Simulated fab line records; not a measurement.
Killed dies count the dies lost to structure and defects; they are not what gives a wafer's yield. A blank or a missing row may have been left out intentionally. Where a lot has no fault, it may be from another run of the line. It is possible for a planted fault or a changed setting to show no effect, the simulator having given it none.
fab line records + flow n5_finfet + part 2 of 2: steps 17 to 23 of 23
record
- lots=5
- wafers=15
- last_day=16
route steps=1938 shown BEOL_M0_SAQP@651
lots untouched by any fault: they come from a run of this same line in which no faults occurred
start_h: the number of hours between the record's first day and the start of the first shown wafer of the lot + wait_h: hours since the lot's step before + " same as the row above + L1.1+2: a row that stands for several wafers + - either no value or no given start + * or withheld: withheld + < > ~ a bound
route shown NAME@n: NAME is a module with steps in the file, n the number in the route of the first one + usual: mean/standard deviation of fault-free wafers + same: alike in all rows + chamber/n: place in a boat + sites: each site's reading + _std_site: standard deviation of those values + _edge_site: inner sites' mean taken away from outer sites' mean + radius_mm: how far each site lies from the wafer's centre + mask NAME#n: copy n + behind: the tool/chamber that last shaped the wafer + hold: cause of the lot's hold/its duration in hours/its outcome + device: which transistor (n, p or np) failed to switch + end of line: the tests these same wafers got at the end of their route + where a step has no rows: the recipe by itself + killed: the dies lost at the first sort to structure and to defects; this is not the yield of the wafer + map: shows each die of a wafer: x if killed, . if not, _ if none is there
set.NAME: the setting as run; set.NAME@STEP: as run at that earlier step + model.NAME: the simulator's own value behind a step, which no gauge read
a table for each step, a row for each wafer; lots at some steps of the route
services: the hour from which a tool's chamber was out of use, counted from the record's first day as start_h (under 0 if before that day), plus the number of hours and why
## steps
# step N5_BEOL_M0_SAQP_ETCH_101
# recipe
- chemistry=CH3F/O2
- target=SiNx
- mask_material=SiO2
- target_depth_a=299
- time_s=42.7
- pressure_mtorr=30
- source_w=395
- bias_w=73
- Ar_flow_sccm=150
- CH3F_flow_sccm=30
- O2_flow_sccm=20
- ion_energy_ev=120
# usual
- drypump_motor_current_A=5.77/0.28
- oes_product_au=0.79/0.081
- rf_vpp_V=297/6.6
- showerhead_plenum_p_Torr=1.98/0.065
- throttle_valve_pct=16.39/0.19
| lot.wafer | tool        | chamber | start_h | wait_h | drypump_motor_current_A | oes_product_au | rf_hours_counter_h | rf_vpp_V | showerhead_plenum_p_Torr | throttle_valve_pct |
|-----------|-------------|---------|---------|--------|-------------------------|----------------|--------------------|----------|--------------------------|--------------------|
| L078.3    | rie_diel-05 | 0       | 132.79  | 0.0    | 5.50                    | 1.03           | 1                  | 297      | 2.04                     | 16.47              |
| L078.5    | "           | 1       | "       | "      | 5.76                    | 0.76           | -                  | 306      | 2.07                     | 16.23              |
| L078.6    | "           | 2       | "       | "      | 5.31                    | 0.71           | -                  | 294      | 2.02                     | 16.60              |
| L083.1    | rie_diel-05 | 2       | 165.27  | 0.0    | 5.32                    | 0.71           | 189                | 294      | 2.01                     | 16.60              |
| L083.5    | "           | 0       | "       | "      | 5.48                    | 0.99           | -                  | 297      | 2.04                     | 16.49              |
| L083.6    | "           | 1       | "       | "      | 5.76                    | 0.76           | -                  | 307      | 2.06                     | 16.24              |
| L084.1    | rie_diel-05 | 1       | 175.18  | 0.0    | 5.80                    | 0.76           | 157                | 307      | 2.06                     | 16.23              |
| L084.2    | "           | 2       | "       | "      | 5.31                    | 0.70           | 191                | 293      | 2.01                     | 16.59              |
| L084.3    | "           | 3       | "       | "      | 5.98                    | 0.83           | 65                 | 304      | 2.05                     | 16.53              |
| L086.2    | rie_diel-06 | 0       | 183.11  | 0.0    | 5.55                    | 0.87           | 37                 | 299      | 1.94                     | 15.97              |
| L086.4    | "           | 0       | "       | "      | 5.55                    | 0.88           | -                  | 301      | 1.94                     | 15.99              |
| L086.6    | "           | 3       | "       | "      | 5.87                    | 0.78           | -                  | 299      | 1.90                     | 16.20              |
| L088.2    | rie_diel-03 | 3       | 195.43  | 0.0    | 5.71                    | 0.75           | 176                | 301      | 1.90                     | 16.57              |
| L088.5    | "           | 2       | "       | "      | 6.05                    | 0.70           | -                  | 286      | 1.92                     | 16.49              |
| L088.6    | "           | 1       | "       | "      | 5.94                    | 0.77           | -                  | 291      | 1.99                     | 16.33              |
# step N5_BEOL_M0_SAQP_ETCH_102
# recipe
- chemistry=CF4
- target=SiO2
- target_depth_a=40
- ion_energy_ev=350
- time_s=4.4
- pressure_mtorr=10
- icp_w=800
- bias_w=400
- cf4_flow_sccm=80
# usual
- drypump_motor_current_A=5.34/0.26
- oes_product_au=0.990/0.02
- throttle_valve_pct=21.91/0.28
| lot.wafer | tool      | chamber | start_h | wait_h | drypump_motor_current_A | oes_product_au | rf_hours_counter_h | throttle_valve_pct |
|-----------|-----------|---------|---------|--------|-------------------------|----------------|--------------------|--------------------|
| L078.3    | rie_si-03 | 0       | 132.90  | 0.1    | 5.42                    | 1.002          | 170                | 21.68              |
| L078.5    | "         | 0       | "       | "      | 5.43                    | 1.011          | -                  | 21.70              |
| L078.6    | "         | 3       | "       | "      | 4.97                    | 0.987          | -                  | 21.96              |
| L083.1    | rie_si-05 | 1       | 165.38  | 0.1    | 5.56                    | 0.984          | 182                | 21.53              |
| L083.5    | "         | 0       | "       | "      | 5.04                    | 0.991          | -                  | 22.02              |
| L083.6    | "         | 3       | "       | "      | 5.70                    | 1.012          | -                  | 21.88              |
| L084.1    | rie_si-01 | 0       | 175.29  | 0.1    | 5.54                    | 1.009          | 102                | 21.79              |
| L084.2    | "         | 3       | "       | "      | 5.52                    | 1.019          | 0                  | 21.82              |
| L084.3    | "         | 1       | "       | "      | 4.83                    | 0.967          | 85                 | 22.32              |
| L086.2    | rie_si-05 | 0       | 183.21  | 0.1    | 5.04                    | 0.976          | 170                | 22.00              |
| L086.4    | "         | 1       | "       | "      | 5.56                    | 0.975          | 182                | 21.53              |
| L086.6    | "         | 1       | "       | "      | 5.55                    | 0.972          | -                  | 21.54              |
| L088.2    | rie_si-03 | 2       | 195.53  | 0.1    | 5.25                    | 1.004          | 95                 | 22.22              |
| L088.5    | "         | 1       | "       | "      | 5.44                    | 0.961          | -                  | 21.36              |
| L088.6    | "         | 2       | "       | "      | 5.24                    | 1.007          | -                  | 22.21              |
# step N5_BEOL_M0_SAQP_MANDREL_ETCH_103
# recipe
- chemistry=HBr/Cl2
- target=a-Si
- target_depth_a=450
- bt_time_s=10
- stop_on=SiCN
- mask_material=SiO2
- over_etch_frac=0.8
- time_s=27
- pressure_mtorr=10
- icp_w=800
- bias_w=75
- HBr_flow_sccm=150
- Cl2_flow_sccm=80
- ends=end_point
# usual
- drypump_motor_current_A=5.35/0.26
- oes_product_au=0.682/0.0099
- throttle_valve_pct=35.6/0.46
| lot.wafer | tool      | chamber | start_h | wait_h | drypump_motor_current_A | oes_product_au | rf_hours_counter_h | throttle_valve_pct |
|-----------|-----------|---------|---------|--------|-------------------------|----------------|--------------------|--------------------|
| L078.3    | rie_si-03 | 0       | 132.94  | 0.0    | 5.43                    | 0.673          | 170                | 35.0               |
| L078.5    | "         | 0       | "       | "      | 5.45                    | 0.676          | -                  | 35.0               |
| L078.6    | "         | 3       | "       | "      | 4.95                    | 0.677          | -                  | 35.4               |
| L083.1    | rie_si-05 | 1       | 165.41  | 0.0    | 5.56                    | 0.665          | 182                | 35.1               |
| L083.5    | "         | 0       | "       | "      | 5.04                    | 0.682          | -                  | 35.3               |
| L083.6    | "         | 3       | "       | "      | 5.73                    | 0.686          | -                  | 35.6               |
| L084.1    | rie_si-01 | 0       | 175.33  | 0.0    | 5.55                    | 0.707          | 102                | 35.6               |
| L084.2    | "         | 3       | "       | "      | 5.51                    | 0.677          | 0                  | 36.0               |
| L084.3    | "         | 1       | "       | "      | 4.87                    | 0.678          | 85                 | 36.1               |
| L086.2    | rie_si-05 | 0       | 183.25  | 0.0    | 5.04                    | 0.669          | 170                | 35.3               |
| L086.4    | "         | 1       | "       | "      | 5.56                    | 0.683          | 182                | 35.0               |
| L086.6    | "         | 1       | "       | "      | 5.57                    | 0.667          | -                  | 35.1               |
| L088.2    | rie_si-03 | 2       | 195.56  | 0.0    | 5.25                    | 0.678          | 95                 | 35.7               |
| L088.5    | "         | 1       | "       | "      | 5.42                    | 0.680          | -                  | 34.9               |
| L088.6    | "         | 2       | "       | "      | 5.25                    | 0.674          | -                  | 35.7               |
# step N5_BEOL_M0_SAQP_RECESS_104
# recipe
- chemistry=HF/NH3
- target=SiO2
- target_depth_a=180
- afs_cycles=3
- temp_c=30
- sublimation_temp_c=180
- sublimation_time_s=60
# usual
- drypump_motor_current_A=5.7/0.3
| lot.wafer | tool          | chamber | start_h | wait_h | drypump_motor_current_A |
|-----------|---------------|---------|---------|--------|-------------------------|
| L078.3    | vapor_etch-01 | 0       | 133.14  | 0.2    | 5.6                     |
| L078.5    | "             | 1       | "       | "      | 6.0                     |
| L078.6    | "             | 0       | "       | "      | 5.6                     |
| L083.1    | vapor_etch-02 | 0       | 165.49  | 0.1    | 5.7                     |
| L083.5    | "             | 1       | "       | "      | 5.1                     |
| L083.6    | "             | 0       | "       | "      | 5.7                     |
| L084.1    | vapor_etch-01 | 1       | 175.41  | 0.1    | 6.0                     |
| L084.2    | "             | 0       | "       | "      | 5.6                     |
| L084.3    | "             | 0       | "       | "      | 5.6                     |
| L086.2    | vapor_etch-01 | 0       | 183.33  | 0.1    | 5.6                     |
| L086.4    | "             | 0       | "       | "      | 5.6                     |
| L086.6    | "             | 1       | "       | "      | 6.0                     |
| L088.2    | vapor_etch-01 | 1       | 195.65  | 0.1    | 6.0                     |
| L088.5    | "             | 0       | "       | "      | 5.6                     |
| L088.6    | "             | 1       | "       | "      | 6.0                     |
# step N5_BEOL_M0_SAQP_COAT_105
# recipe
- resist=SOC
- temp_c=250
- time_s=60
- spin_rpm=1500
- resist_thk_nm=100
# usual
- exhaust_pa=44.9/0.92
- plate_temp_C=250.03/0.15
| lot.wafer | tool           | chamber | start_h | wait_h | exhaust_pa | plate_temp_C |
|-----------|----------------|---------|---------|--------|------------|--------------|
| L078.3    | litho_track-05 | 0       | 133.41  | 0.2    | 45.3       | 249.83       |
| L078.5    | "              | 0       | "       | "      | 45.8       | 249.93       |
| L078.6    | "              | 0       | "       | "      | 45.9       | 249.83       |
| L083.1    | litho_track-02 | 0       | 165.87  | 0.3    | 44.1       | 250.10       |
| L083.5    | "              | 0       | "       | "      | 44.4       | 250.21       |
| L083.6    | "              | 0       | "       | "      | 43.3       | 250.05       |
| L084.1    | litho_track-05 | 0       | 175.79  | 0.3    | 45.8       | 250.13       |
| L084.2    | "              | 0       | "       | "      | 45.3       | 250.02       |
| L084.3    | "              | 0       | "       | "      | 46.2       | 250.02       |
| L086.2    | litho_track-03 | 0       | 183.72  | 0.3    | 43.7       | 250.20       |
| L086.4    | "              | 0       | "       | "      | 44.8       | 249.92       |
| L086.6    | "              | 0       | "       | "      | 46.1       | 249.87       |
| L088.2    | litho_track-02 | 0       | 196.03  | 0.3    | 42.4       | 250.09       |
| L088.5    | "              | 0       | "       | "      | 44.2       | 250.01       |
| L088.6    | "              | 0       | "       | "      | 43.9       | 250.00       |
# step N5_BEOL_M0_SAQP_ETCH_106
# recipe
- chemistry=N2/H2
- target=SOC
- target_depth_a=1500
- stop_on=SiNx
- ion_energy_ev=100
- bias_w=61
- pressure_mtorr=30
- source_w=850
- n2_flow_sccm=200
- h2_flow_sccm=200
# usual
- drypump_motor_current_A=5.85/0.28
- oes_product_au=0.77/0.075
- rf_vpp_V=240.1/1.3
- showerhead_plenum_p_Torr=2.49/0.074
- throttle_valve_pct=17.86/0.19
| lot.wafer | tool        | chamber | start_h | wait_h | drypump_motor_current_A | oes_product_au | rf_hours_counter_h | rf_vpp_V | showerhead_plenum_p_Torr | throttle_valve_pct |
|-----------|-------------|---------|---------|--------|-------------------------|----------------|--------------------|----------|--------------------------|--------------------|
| L078.3    | rie_diel-03 | 2       | 133.61  | -      | 6.05                    | 0.71           | 184                | 239.8    | 2.43                     | 17.71              |
| L078.5    | "           | 2       | "       | "      | 6.04                    | 0.71           | -                  | 240.6    | 2.43                     | 17.72              |
| L078.6    | "           | 1       | "       | "      | 5.96                    | 0.78           | -                  | 241.2    | 2.57                     | 17.91              |
| L083.1    | rie_diel-05 | 0       | 165.94  | -      | 5.50                    | 0.97           | 9                  | 241.6    | 2.62                     | 18.08              |
| L083.5    | "           | 0       | "       | "      | 5.50                    | 0.97           | -                  | 241.0    | 2.62                     | 18.09              |
| L083.6    | "           | 3       | "       | "      | 5.97                    | 0.82           | -                  | 241.2    | 2.60                     | 18.12              |
| L084.1    | rie_diel-03 | 2       | 175.93  | -      | 6.08                    | 0.70           | 198                | 239.8    | 2.42                     | 17.74              |
| L084.2    | "           | 1       | "       | "      | 5.92                    | 0.76           | 137                | 241.7    | 2.56                     | 17.92              |
| L084.3    | "           | 3       | "       | "      | 5.71                    | 0.75           | 170                | 239.6    | 2.44                     | 18.07              |
| L086.2    | rie_diel-06 | 0       | 183.78  | -      | 5.57                    | 0.86           | 37                 | 238.4    | 2.48                     | 17.63              |
| L086.4    | "           | 1       | "       | "      | 5.67                    | 0.74           | -                  | 238.3    | 2.45                     | 17.95              |
| L086.6    | "           | 0       | "       | "      | 5.55                    | 0.86           | -                  | 239.4    | 2.48                     | 17.62              |
| L088.2    | rie_diel-03 | 3       | 196.37  | -      | 5.70                    | 0.75           | 176                | 239.1    | 2.44                     | 18.10              |
| L088.5    | "           | 3       | "       | "      | 5.69                    | 0.75           | -                  | 239.7    | 2.44                     | 18.10              |
| L088.6    | "           | 0       | "       | "      | 6.42                    | 0.90           | -                  | 241.5    | 2.48                     | 17.56              |
# step N5_BEOL_M0_SAQP_ETCH_107
# recipe
- chemistry=CH3F/O2
- target=SiNx
- target_depth_a=300
- mask_material=SOC
- pressure_mtorr=30
- source_w=395
- bias_w=73
- Ar_flow_sccm=150
- CH3F_flow_sccm=30
- O2_flow_sccm=20
- ion_energy_ev=120
# usual
- drypump_motor_current_A=5.84/0.28
- oes_product_au=0.79/0.078
- rf_vpp_V=296/6.6
- showerhead_plenum_p_Torr=1.95/0.057
- throttle_valve_pct=16.35/0.19
| lot.wafer | tool        | chamber | start_h | wait_h | drypump_motor_current_A | oes_product_au | rf_hours_counter_h | rf_vpp_V | showerhead_plenum_p_Torr | throttle_valve_pct |
|-----------|-------------|---------|---------|--------|-------------------------|----------------|--------------------|----------|--------------------------|--------------------|
| L078.3    | rie_diel-03 | 2       | 133.67  | 0.0    | 6.07                    | 0.71           | 184                | 285      | 1.93                     | 16.45              |
| L078.5    | "           | 2       | "       | "      | 6.07                    | 0.71           | -                  | 285      | 1.93                     | 16.44              |
| L078.6    | "           | 1       | "       | "      | 5.92                    | 0.80           | -                  | 293      | 2.00                     | 16.30              |
| L083.1    | rie_diel-05 | 0       | 166.00  | 0.0    | 5.49                    | 0.99           | 9                  | 295      | 2.04                     | 16.49              |
| L083.5    | "           | 0       | "       | "      | 5.48                    | 0.98           | -                  | 296      | 2.04                     | 16.48              |
| L083.6    | "           | 3       | "       | "      | 5.96                    | 0.84           | -                  | 303      | 2.05                     | 16.56              |
| L084.1    | rie_diel-03 | 2       | 175.99  | 0.0    | 6.08                    | 0.71           | 198                | 286      | 1.92                     | 16.49              |
| L084.2    | "           | 1       | "       | "      | 5.98                    | 0.78           | 137                | 292      | 1.99                     | 16.30              |
| L084.3    | "           | 3       | "       | "      | 5.72                    | 0.76           | 170                | 299      | 1.91                     | 16.54              |
| L086.2    | rie_diel-06 | 0       | 183.84  | 0.0    | 5.57                    | 0.87           | 37                 | 300      | 1.94                     | 15.99              |
| L086.4    | "           | 1       | "       | "      | 5.65                    | 0.75           | -                  | 287      | 1.89                     | 16.23              |
| L086.6    | "           | 0       | "       | "      | 5.55                    | 0.87           | -                  | 301      | 1.94                     | 15.97              |
| L088.2    | rie_diel-03 | 3       | 196.43  | 0.0    | 5.69                    | 0.75           | 176                | 301      | 1.90                     | 16.56              |
| L088.5    | "           | 3       | "       | "      | 5.71                    | 0.75           | -                  | 301      | 1.90                     | 16.58              |
| L088.6    | "           | 0       | "       | "      | 6.41                    | 0.90           | -                  | 306      | 1.95                     | 16.09              |
## services
| tool           | chamber | start_h | hours | kind                          |
|----------------|---------|---------|-------|-------------------------------|
| wet_bench-06   | -       | 114.05  | 3.1   | repair                        |
| rie_diel-03    | 0       | 116.90  | -     | clean                         |
| rie_diel-03    | 0       | 116.90  | -     | consumable_replace:esc        |
| rie_diel-03    | 0       | 116.90  | -     | consumable_replace:focus_ring |
| rie_diel-03    | 0       | 116.90  | 35.8  | scheduled_down                |
| rie_diel-03    | 0       | 116.90  | 35.8  | vent_cycle                    |
| rie_si-01      | -       | 117.01  | 2.8   | pm                            |
| litho_track-03 | -       | 125.64  | -     | consumable_replace:filter     |
| rie_si-01      | 3       | 149.30  | -     | clean                         |
| rie_si-01      | 3       | 149.30  | 16.9  | scheduled_down                |
| rie_si-01      | 3       | 149.30  | 16.9  | vent_cycle                    |
| rie_diel-03    | 1       | 154.43  | 5.8   | repair                        |
| ald_sin-04     | -       | 155.76  | 12.3  | repair                        |
| rie_diel-06    | 3       | 165.87  | 11.5  | repair                        |
| rie_diel-06    | 2       | 182.28  | 6.3   | repair                        |
| rie_diel-06    | 2       | 188.79  | -     | clean                         |
| rie_diel-06    | 2       | 188.79  | -     | consumable_replace:focus_ring |
| rie_diel-06    | 2       | 188.79  | -     | consumable_replace:showerhead |
| rie_diel-06    | 2       | 188.79  | 20.9  | scheduled_down                |
| rie_diel-06    | 2       | 188.79  | 20.9  | vent_cycle                    |
